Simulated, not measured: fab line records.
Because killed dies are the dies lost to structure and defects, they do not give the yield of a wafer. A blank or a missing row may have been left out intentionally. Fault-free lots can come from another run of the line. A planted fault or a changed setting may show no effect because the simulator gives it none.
fab line records	flow nand-harc
record: lots: 12	wafers: 36	last-day: 31
route steps=1302 shown P_ZERO_WELL@9 P_GATE@131 END@1302
lots that met no fault: from a run of the same line without faults
start-h: the number of hours between the record's first day and the start of the first shown wafer of the lot	wait-h: hours from the lot's prior step to this one	" the same as in the row above	L1.1+2: one row covering several wafers at once	- no value, or no start was given	* or withheld: withheld	< > ~ a bound
route shown NAME@n: names a module that has steps shown in the file, with the first one's number in the route	usual: mean and standard deviation over wafers with no fault	same: alike in all rows	chamber/n: place in a boat	sites: per-site readings	_std_site: standard deviation across them	_edge_site: mean of outer sites minus mean of inner sites	radius-mm: for every site, how far away it sits from the centre of the wafer	mask NAME#n: copy n	behind: the tool/chamber that last shaped the wafer	hold: why the lot went on hold/how many hours it stayed there/how the hold came to an end	device: the n, p or np transistor that did not switch	end of line: tests run on the same wafers once the route is complete	for a step that has no rows: nothing shown but its recipe	killed: not the wafer's yield, but the dies lost to structure and defects at the first sort	map: a wafer's dies, marking killed ones x, the rest . and places with no die _
set.NAME: the run value of the setting; set.NAME@STEP: its run value at that earlier step	model.NAME: the simulator's own value behind a step, which no gauge read
the route's steps for a sample of lots (tables are steps, rows are wafers)
services: the hour from which a tool's chamber was out of use, counted from the record's first day as start-h (under 0 if before that day), plus the number of hours and why
== steps ==
step: NHARC_P_ZERO_WELL_SOFTBAKE_06
recipe: temp-c: 125	time-s: 70
usual: heater-power-total-W: 200.7/1.2	plate-temp-C: 125.03/0.13	resist-line-temp-C: 22.98/0.12
same: time-s: 70
lot.wafer	tool	chamber	start-h	wait-h	heater-power-total-W	plate-temp-C	resist-line-temp-C
L962.2	litho-track-03	0	20	-	199.9	125.02	23.05
L962.3	"	0	"	"	199.7	124.98	23.01
L962.4	"	0	"	"	201.2	124.99	22.93
L964.2	litho-track-05	0	40	-	200.5	125.16	22.95
L964.3	"	0	"	"	202.5	125.17	22.92
L964.6	"	0	"	"	199.7	125.18	23.06
L965.2	litho-track-03	0	51	-	202.6	125.22	22.99
L965.3	"	0	"	"	199.2	125.18	23.17
L965.6	"	0	"	"	199.3	125.00	23.09
L966.1	litho-track-03	0	60	-	200.0	125.17	22.76
L966.4	"	0	"	"	201.1	124.99	22.75
L966.5	"	0	"	"	198.9	125.04	23.10
L967.1	litho-track-03	0	70	-	201.7	125.03	22.94
L967.4	"	0	"	"	201.8	124.95	22.96
L967.6	"	0	"	"	202.6	124.92	23.06
L968.3	litho-track-02	0	80	-	202.5	125.18	23.19
L968.4	"	0	"	"	201.4	125.12	23.23
L968.5	"	0	"	"	202.6	124.92	23.17
L970.1	litho-track-02	0	100	-	202.6	124.96	23.16
L970.5	"	0	"	"	202.1	124.73	23.10
L970.6	"	0	"	"	202.7	124.93	23.21
L971.3	litho-track-03	0	110	-	200.9	125.21	23.04
L971.4	"	0	"	"	201.8	125.31	22.97
L971.6	"	0	"	"	200.8	125.28	23.05
L974.2	litho-track-02	0	141	-	201.5	125.00	22.83
L974.4	"	0	"	"	201.3	125.09	22.83
L974.6	"	0	"	"	201.5	124.90	22.79
L975.2	litho-track-02	0	150	-	199.8	125.04	22.79
L975.5	"	0	"	"	198.9	125.01	23.15
L975.6	"	0	"	"	200.3	125.02	22.87
L980.2	litho-track-05	0	200	-	235.4	124.96	23.08
L980.4	"	0	"	"	234.1	124.93	22.91
L980.5	"	0	"	"	234.0	125.03	22.95
L981.1	litho-track-05	0	210	-	235.0	124.76	22.85
L981.2	"	0	"	"	233.4	125.01	22.89
L981.4	"	0	"	"	233.2	124.91	23.13
step: NHARC_P_ZERO_WELL_CD_MEAS_11
recipe: target-cd-nm: 500	landing-energy-ev: 500
usual: cd-nm: 499.8/1.5
lot.wafer	tool	chamber	start-h	wait-h	cd-nm
L962.2	cd-sem-02	0	21.15	-	498.8
L962.3	"	0	"	"	496.1
L962.4	"	0	"	"	497.9
L964.2	cd-sem-03	0	41.26	-	499.1
L964.3	"	0	"	"	499.5
L964.6	"	0	"	"	499.9
L965.2	cd-sem-01	0	51.61	-	501.3
L965.3	"	0	"	"	501.2
L965.6	"	0	"	"	499.4
L966.1	cd-sem-01	0	61.24	-	501.1
L966.4	"	0	"	"	499.0
L966.5	"	0	"	"	501.3
L967.1	cd-sem-01	0	81.24	-	499.6
L967.4	"	0	"	"	501.0
L967.6	"	0	"	"	500.2
L968.3	cd-sem-03	0	81.28	-	497.7
L968.4	"	0	"	"	498.4
L968.5	"	0	"	"	499.1
L970.1	cd-sem-02	0	101.39	-	497.4
L970.5	"	0	"	"	499.8
L970.6	"	0	"	"	500.0
L971.3	cd-sem-02	0	111.24	-	501.3
L971.4	"	0	"	"	502.3
L971.6	"	0	"	"	500.7
L974.2	cd-sem-02	0	141.51	-	500.1
L974.4	"	0	"	"	498.5
L974.6	"	0	"	"	501.2
L975.2	cd-sem-03	0	151.30	-	500.0
L975.5	"	0	"	"	499.6
L975.6	"	0	"	"	498.2
L980.2	cd-sem-02	0	201.24	-	542.7
L980.4	"	0	"	"	543.2
L980.5	"	0	"	"	543.0
L981.1	cd-sem-02	0	211.23	-	545.0
L981.2	"	0	"	"	542.2
L981.4	"	0	"	"	544.1
step: NHARC_P_ZERO_WELL_ETCH_65
recipe: target-depth-a: 800	overetch-a: 240	time-s: 87.88	ion-energy-ev: 200	n2-flow-sccm: 150	h2-flow-sccm: 150	ar-flow-sccm: 0	rf-w: 400	bias-w: 150	chemistry: N2/H2
usual: drypump-motor-current-A: 5.9/0.33	oes-product-au: 1.001/0.0073	rf-fwd-power-W: 397.3/1.3	rf-vpp-V: 430/3.1	showerhead-plenum-p-Torr: 2.03/0.11	throttle-valve-pct: 14.172/0.0086
same: time-s: 87.88
lot.wafer	tool	chamber	start-h	wait-h	drypump-motor-current-A	oes-product-au	rf-fwd-power-W	rf-hours-counter-h	rf-vpp-V	showerhead-plenum-p-Torr	throttle-valve-pct
L962.2	rie-diel-07	1	21.39	0.1	5.7	1.000	396.3	25	429	1.95	14.174
L962.3	"	2	"	"	5.9	1.007	397.7	26	430	2.05	14.171
L962.4	"	0	"	"	6.1	1.007	397.8	25	426	1.92	14.172
L964.3	rie-diel-07	3	41.50	0.1	6.1	0.997	397.7	31	435	2.21	14.167
L964.2	"	0	"	"	6.1	1.001	396.0	31	427	1.91	14.165
L964.6	"	2	"	"	5.9	1.006	396.7	-	431	2.05	14.164
L965.2	rie-diel-13	0	51.86	0.1	6.5	0.999	398.1	14	429	1.97	14.174
L965.3	"	1	"	"	6.4	0.991	398.7	14	435	2.17	14.163
L965.6	"	3	"	"	6.1	0.999	396.9	-	429	1.97	14.170
L966.4	rie-diel-07	2	61.49	0.1	5.9	1.003	395.9	40	431	2.05	14.179
L966.1	"	3	"	"	6.1	0.990	396.0	38	434	2.20	14.174
L966.5	"	0	"	"	6.1	0.997	395.9	-	427	1.91	14.156
L967.4	rie-diel-05	3	81.48	0.1	5.5	1.001	397.1	4	430	2.04	14.149
L967.1	"	0	"	"	6.2	0.989	397.8	5	435	2.16	14.162
L967.6	"	3	"	"	5.5	1.000	398.6	-	431	2.04	14.180
L968.3	rie-diel-13	1	81.66	0.2	6.4	1.008	399.0	27	434	2.16	14.165
L968.4	"	2	"	"	6.3	1.009	394.9	34	427	1.90	14.183
L968.5	"	3	"	"	6.1	1.011	397.7	-	429	1.96	14.172
L970.1	rie-diel-13	3	101.67	0.1	6.1	0.996	398.8	38	430	1.96	14.162
L970.6	"	1	"	"	6.4	0.999	399.8	-	433	2.16	14.180
L970.5	"	2	"	"	6.3	0.989	396.9	-	425	1.90	14.193
L971.3	rie-diel-13	0	111.49	0.1	6.4	1.003	399.4	33	429	1.97	14.180
L971.4	"	0	"	"	6.4	1.015	398.1	-	430	1.97	14.173
L971.6	"	2	"	"	6.3	1.006	395.5	-	427	1.90	14.160
L974.2	rie-diel-05	1	141.75	0.1	5.5	0.999	397.6	28	435	2.19	14.175
L974.4	"	0	"	"	6.2	0.994	398.1	18	435	2.15	14.162
L974.6	"	2	"	"	5.3	1.010	396.6	-	432	2.14	14.170
L975.2	rie-diel-07	3	152.55	1.0	6.1	0.986	396.8	8	435	2.20	14.157
L975.5	"	2	"	"	6.0	1.000	398.0	-	431	2.04	14.182
L975.6	"	3	"	"	6.1	0.988	397.1	-	435	2.20	14.181
L980.2	rie-diel-13	0	201.52	0.1	6.4	0.999	396.6	10	427	1.96	14.169
L980.5	"	3	"	"	6.1	1.007	396.5	-	427	1.95	14.179
L980.4	"	0	"	"	6.5	1.003	398.0	-	429	1.96	14.169
L981.2	rie-diel-07	1	211.48	0.1	5.7	0.996	395.8	33	428	1.93	14.187
L981.1	"	3	"	"	6.1	0.991	396.5	29	435	2.19	14.180
L981.4	"	0	"	"	6.1	1.005	398.6	33	426	1.90	14.181
step: NHARC_P_ZERO_WELL_DESCUM_39
recipe: time-s: 3	o2-flow-sccm: 200	ar-flow-sccm: 0	bias-power-w: 0	chemistry: O2
usual: drypump-motor-current-A: 5.9/0.4	oes-product-au: 0.998/0.0077	rf-vpp-V: 57.9/0.88	showerhead-plenum-p-Torr: 1.94/0.099	throttle-valve-pct: 11.312/0.01
same: time-s: 3
lot.wafer	tool	chamber	start-h	wait-h	drypump-motor-current-A	oes-product-au	rf-hours-counter-h	rf-vpp-V	showerhead-plenum-p-Torr	throttle-valve-pct
L962.2	rie-diel-13	0	24.05	-	6.4	1.003	6	57.5	1.86	11.303
L962.3	"	2	"	"	6.3	1.006	7	57.2	1.80	11.303
L962.4	"	0	"	"	6.4	1.001	-	56.9	1.86	11.307
L964.3	rie-diel-05	0	44.40	-	6.2	0.999	53	56.8	2.02	11.306
L964.2	"	1	"	"	5.5	0.999	53	58.3	2.06	11.318
L964.6	"	0	"	"	6.2	1.008	-	57.8	2.02	11.291
L965.3	rie-diel-13	2	54.63	-	6.3	1.008	20	56.8	1.79	11.308
L965.2	"	0	"	"	6.5	1.008	16	56.8	1.85	11.321
L965.6	"	1	"	"	6.4	0.997	-	58.1	2.03	11.299
L966.4	rie-diel-07	2	64.64	-	6.0	1.005	41	58.0	1.92	11.303
L966.1	"	0	"	"	6.1	1.003	40	56.8	1.80	11.302
L966.5	"	2	"	"	6.0	0.995	-	58.4	1.92	11.310
L967.4	rie-diel-05	1	84.40	-	5.5	0.996	8	58.3	2.06	11.313
L967.1	"	3	"	"	5.5	1.006	4	58.5	1.91	11.315
L967.6	"	1	"	"	5.5	1.002	-	57.6	2.06	11.304
L968.3	rie-diel-13	1	84.56	-	6.4	0.986	27	58.4	2.03	11.308
L968.4	"	2	"	"	6.2	0.995	34	56.7	1.79	11.311
L968.5	"	2	"	"	6.3	0.987	-	57.2	1.79	11.304
L970.1	rie-diel-05	1	104.35	-	5.5	1.000	16	58.4	2.05	11.309
L970.5	"	2	"	"	5.3	0.995	-	57.6	2.01	11.306
L970.6	"	3	"	"	5.5	0.985	-	58.3	1.91	11.313
L971.4	rie-diel-05	2	114.40	-	5.3	0.994	18	57.6	2.01	11.302
L971.3	"	3	"	"	5.5	0.993	11	57.2	1.91	11.288
L971.6	"	1	"	"	5.5	0.998	-	58.7	2.05	11.318
L974.4	rie-diel-05	2	144.68	-	5.3	1.003	27	57.7	2.01	11.314
L974.2	"	0	"	"	6.2	0.992	19	58.0	2.01	11.309
L974.6	"	2	"	"	5.3	1.008	-	58.3	2.01	11.308
L975.2	rie-diel-07	1	155.39	-	5.7	0.997	10	58.4	1.82	11.318
L975.5	"	3	"	"	6.1	1.002	-	57.3	2.06	11.318
L975.6	"	0	"	"	6.1	0.980	-	56.8	1.79	11.326
L980.2	rie-diel-05	2	204.32	-	5.3	0.989	50	58.2	2.00	11.314
L980.4	"	3	"	"	5.5	0.995	39	57.7	1.90	11.327
L980.5	"	1	"	"	5.5	0.987	-	58.7	2.04	11.315
L981.2	rie-diel-05	0	214.23	-	6.2	1.002	39	59.2	2.01	11.311
L981.1	"	1	"	"	5.5	1.006	50	58.2	2.04	11.327
L981.4	"	3	"	"	5.5	1.015	42	57.4	1.90	11.334
step: NHARC_P_GATE_HM_DEP_102
recipe: target-thk-a: 1200	temp-c: 400	material: aC
usual: throttle-valve-pct: 35.001/0.0096
lot.wafer	tool	chamber	start-h	wait-h	throttle-valve-pct
L962.2	acl-dep-03	0	103.53	1.8	35.018
L962.3	"	0	"	"	34.998
L962.4	"	0	"	"	35.016
L964.2	acl-dep-03	0	115.02	0.8	34.992
L964.3	"	0	"	"	35.012
L964.6	"	0	"	"	34.982
L965.2	acl-dep-01	0	119.83	0.5	34.993
L965.3	"	0	"	"	34.998
L965.6	"	0	"	"	34.980
L966.1	acl-dep-03	0	134.64	1.8	34.993
L966.4	"	0	"	"	34.988
L966.5	"	0	"	"	35.005
L967.1	acl-dep-02	0	153.55	0.4	35.005
L967.4	"	0	"	"	35.003
L967.6	"	0	"	"	35.011
L968.3	acl-dep-03	0	153.76	0.6	35.005
L968.4	"	0	"	"	35.010
L968.5	"	0	"	"	34.970
L970.1	acl-dep-01	0	172.49	0.4	35.013
L970.5	"	0	"	"	35.004
L970.6	"	0	"	"	35.014
L971.3	acl-dep-02	0	184.51	1.0	35.003
L971.4	"	0	"	"	34.997
L971.6	"	0	"	"	35.004
L974.2	acl-dep-02	0	213.97	2.1	34.993
L974.4	"	0	"	"	34.993
L974.6	"	0	"	"	34.995
L975.2	acl-dep-02	0	237.92	0.5	34.999
L975.5	"	0	"	"	34.994
L975.6	"	0	"	"	34.990
L980.2	acl-dep-01	0	275.19	0.5	35.000
L980.4	"	0	"	"	34.992
L980.5	"	0	"	"	34.997
L981.1	acl-dep-02	0	285.36	2.6	34.993
L981.2	"	0	"	"	35.012
L981.4	"	0	"	"	35.010
step: NHARC_END_SORT_01
recipe: temp-c: 25
usual: killed-at-array: 56/21	killed-at-other: 1.2/1.6	killed-at-periphery: 3.7/2.5	killed-dies: 61/21	killed-open: 3.1/1.8	killed-short: 2.8/1.7
same: gross-dies: 677
lot.wafer	tool	chamber	start-h	wait-h	killed-at-array	killed-at-other	killed-at-periphery	killed-dies	killed-open	killed-short
L980.2	prober-01	0	739.59	2.8	49	0	7	56	3	5
L980.4	prober-01	0	741.21	3.4	55	0	4	59	3	1
L980.5	prober-01	0	742.02	3.7	54	1	8	63	5	4
killed by level:class
L980.2 A_SLIT:chamber-film-flake=27 A_CHANNEL_HOLE_D1:chamber-film-flake=7 A_CONTACT:chamber-film-flake=3 P_ZERO_WELL:area-peb=3 A_ZERO_WELL:chamber-film-flake=2 P_M2:geometric-particle:short=1 A_ONON_D1:geometric-particle:short=1 A_CHANNEL_HOLE_D1:geometric-particle:open=1
L980.4 A_SLIT:chamber-film-flake=24 A_CHANNEL_HOLE_D1:chamber-film-flake=17 A_SGD_CUT:chamber-film-flake=4 A_ONON_D1:geometric-particle:open=2 A_STAIRCASE:chamber-film-flake=2 P_ZERO_WELL:area-peb=2 A_CHANNEL_HOLE_D1:geometric-particle:short=1 A_CHANNEL_FILL_D2:geometric-particle:open=1
L980.5 A_SLIT:chamber-film-flake=27 A_CHANNEL_HOLE_D1:chamber-film-flake=12 P_ZERO_WELL:area-peb=3 P_M0:geometric-particle:open=2 A_CONTACT:chamber-film-flake=2 A_DECK1_JOINT:chamber-film-flake=2 A_SGD_CUT:chamber-film-flake=2 P_ZERO_WELL:geometric-particle:open=1
== services ==
tool	chamber	start-h	hours	kind
rie-diel-13	3	18.03	6.8	repair
rie-diel-13	-	45.31	0.8	repair
rie-diel-13	-	46.29	0.7	repair
litho-track-02	-	52.00	7.0	pm
rie-diel-05	-	52.63	9.0	pm
acl-dep-02	-	62.06	13.0	pm
rie-diel-05	0	71.89	6.3	repair
rie-diel-13	-	86.15	2.6	repair
rie-diel-13	0	94.33	11.1	repair
rie-diel-05	0	99.49	8.2	repair
litho-track-03	-	100.00	7.0	pm
rie-diel-07	3	103.16	2.4	repair
rie-diel-05	2	108.82	2.6	repair
rie-diel-13	1	111.44	11.4	repair
rie-diel-07	-	117.33	9.0	pm
acl-dep-03	-	119.81	13.0	pm
rie-diel-13	-	165.19	9.0	pm
rie-diel-13	1	199.95	5.9	repair
litho-track-02	-	227.00	7.0	pm
rie-diel-05	-	229.63	9.0	pm
acl-dep-02	-	246.59	13.0	pm
rie-diel-07	-	253.45	0.7	repair
litho-track-03	-	275.00	7.0	pm
rie-diel-07	0	275.90	13.9	repair
== key ==
first-sign: step: NHARC_P_ZERO_WELL_SOFTBAKE_06	reading: heater-power-total-W	direction: up	sigmas: 27	usual: *	struck: *
effect: step: NHARC_P_ZERO_WELL_CD_MEAS_11	reading: cd-nm	direction: up	sigmas: 29	usual: 499.8	struck: 543.4
met-at NHARC_P_ZERO_WELL_SOFTBAKE_06
struck-lots L980,L981
rows-end L981.1,L981.2,L981.4
tester-left-out L980
not-acting-at NHARC_P_ZERO_WELL_ETCH_65,NHARC_P_ZERO_WELL_DESCUM_39,NHARC_P_GATE_HM_DEP_102
onset-between 40 200
fault: kind: process-parameter-drift	tool: litho-track-05	chamber: -	onset-h: 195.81	steps: NHARC_P_ZERO_WELL_SOFTBAKE_06	channel: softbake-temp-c	offset: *	shape: step	end-h: 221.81	acts-in: *	stated: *
tester-left-out: of these lots the tester's yield and bins aren't shown, on N5 and GAA mostly nor the transistor test; their killed dies are dies lost to structure and defects alone, not to doping, threshold or leakage, so they don't give the yield
rows-end: these wafers met a further fault down the route, and their rows from its step on are left out
